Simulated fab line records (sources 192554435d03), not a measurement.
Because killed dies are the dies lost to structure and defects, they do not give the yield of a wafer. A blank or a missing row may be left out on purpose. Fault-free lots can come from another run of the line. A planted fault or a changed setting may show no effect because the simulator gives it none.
Matching of chambers | flow n5Finfet | rieDiel-03 running N5_BEOL_M3_STRIP_19: 4 sister chambers
The step strips in O2. 22 wafers are shown with their chamber, then 11 later ones without.

== EACH WAFER AND ITS CHAMBER ==
wafer  | chamber | drypumpMotorCurrentA (A) | oesProductAu (a.u.) | throttleValvePct (%)
L083.1 | 2       | 5.3                      | 0.75                | 16.78
L083.2 | 1       | 5.9                      | 0.73                | 16.90
L083.3 | 0       | 6.7                      | 0.88                | 16.52
L083.4 | 1       | 5.9                      | 0.74                | 16.91
L083.5 | 0       | 6.6                      | 0.88                | 16.52
L083.6 | 2       | 5.3                      | 0.75                | 16.77
L086.1 | 0       | 6.7                      | 0.87                | 16.54
L086.2 | 1       | 5.9                      | 0.73                | 16.91
L086.3 | 2       | 5.3                      | 0.75                | 16.79
L086.4 | 3       | 5.3                      | 0.95                | 16.59
L086.5 | 0       | 6.7                      | 0.87                | 16.55
L086.6 | 3       | 5.3                      | 0.94                | 16.58
L088.1 | 1       | 5.9                      | 0.73                | 16.94
L088.2 | 3       | 5.3                      | 0.93                | 16.58
L088.3 | 0       | 6.6                      | 0.86                | 16.55
L088.4 | 2       | 5.3                      | 0.74                | 16.80
L088.5 | 1       | 6.0                      | 0.72                | 16.93
L088.6 | 2       | 5.3                      | 0.74                | 16.81
L091.1 | 3       | 5.4                      | 0.93                | 16.62
L091.2 | 0       | 6.7                      | 0.86                | 16.54
L091.3 | 2       | 5.3                      | 0.74                | 16.78
L091.4 | 1       | 6.0                      | 0.72                | 16.95

SIGNATURES (averages over the wafers above)
reading              | chamber 0 | chamber 1 | chamber 2 | chamber 3 | scatter within a chamber
drypumpMotorCurrentA | 6.667     | 5.933     | 5.300     | 5.325     | 0.0436
oesProductAu         | 0.8700    | 0.7283    | 0.7450    | 0.9375    | 0.00785
throttleValvePct     | 16.5367   | 16.9233   | 16.7883   | 16.5925   | 0.0167
Rule: for a wafer and a chamber, the distance is found by dividing, reading by reading, the gap between the wafer's reading and the chamber's mean by the reading's scatter, squaring, summing and taking the root. The wafer belongs to the nearest chamber; if the next one is less than 2 further off, it can't be placed. The scatter: the root of (the sum of the squares of (reading less its chamber's mean) over the shown wafers, divided by (wafers less chambers)).

== WAFERS WITHOUT THEIR CHAMBER ==
wafer  | drypumpMotorCurrentA (A) | oesProductAu (a.u.) | throttleValvePct (%)
L091.5 | 6.7                      | 0.86                | 16.54
L091.6 | 5.3                      | 0.93                | 16.58
L092.3 | 5.4                      | 0.91                | 16.60
L092.5 | 5.9                      | 0.72                | 16.94
L092.6 | 5.3                      | 0.74                | 16.81
L094.1 | 5.3                      | 0.92                | 16.59
L094.5 | 6.6                      | 0.84                | 16.56
L094.6 | 5.9                      | 0.72                | 16.92
L096.1 | 6.6                      | 0.86                | 16.58
L096.2 | 5.9                      | 0.72                | 16.95
L096.6 | 6.7                      | 0.85                | 16.57

== CHAMBER TAKEN BY EACH ==
wafer  | from the rows above | in truth
L091.5 | 0                   | 0
L091.6 | 3                   | 3
L092.3 | 3                   | 3
L092.5 | 1                   | 1
L092.6 | 2                   | 2
L094.1 | 3                   | 3
L094.5 | 0                   | 0
L094.6 | 1                   | 1
L096.1 | 0                   | 0
L096.2 | 1                   | 1
L096.6 | 0                   | 0
Correct placement for 11 of the 11. Can't be placed from these rows: 0. Placed wrongly: 0.
